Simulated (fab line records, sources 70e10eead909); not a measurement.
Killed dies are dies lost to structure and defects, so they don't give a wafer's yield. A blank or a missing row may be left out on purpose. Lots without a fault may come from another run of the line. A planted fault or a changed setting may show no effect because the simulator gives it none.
Chamber matching | flow nand_harc | NHARC_A_STAIRCASE_DEP_259 on pecvd-01: 3 sister chambers
The step deposits SiON, target thk 30 nm. 3 wafers are shown with their chamber, then 8 later ones without.

WAFERS WITH THEIR CHAMBER
wafer  | chamber | heater_power_outer_w (W)
L079.5 | 2       | 639
L085.4 | 0       | 532
L086.1 | 1       | 485

WAFERS WITHOUT THEIR CHAMBER
wafer  | heater_power_outer_w (W)
L086.3 | 561
L086.4 | 502
L092.1 | 546
L092.2 | 646
L092.3 | 561
L097.1 | 460
L097.4 | 563
L097.5 | 558

WHICH CHAMBER EACH WENT THROUGH
wafer  | from the rows above          | in truth
L086.3 | can't be placed: 0 or 1      | 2
L086.4 | can't be placed: 1 or 0      | 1
L092.1 | can't be placed: 0 or 1      | 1
L092.2 | 2                            | 2
L092.3 | can't be placed: 0 or 1      | 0
L097.1 | can't be placed: 1 or 0      | 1
L097.4 | can't be placed: 0 or 2 or 1 | 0
L097.5 | can't be placed: 0 or 1      | 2
Placed correctly: 1 of 8. Can't be placed from these rows: 7 (the true chamber is among the candidates in 5). Placed wrongly: 0.
How it was worked out, from the rows above alone: a wafer's distance from a chamber is the root of the sum, over the readings, of the square of ((its reading less the chamber's mean) divided by the reading's scatter). The wafer belongs to the nearest chamber; if the next one is less than 2 further off, it can't be placed. A chamber's mean is the mean of its shown wafers. The scatter: with one shown wafer a chamber, the root of the mean of the squares of how far each hidden wafer lies from its nearest shown one.
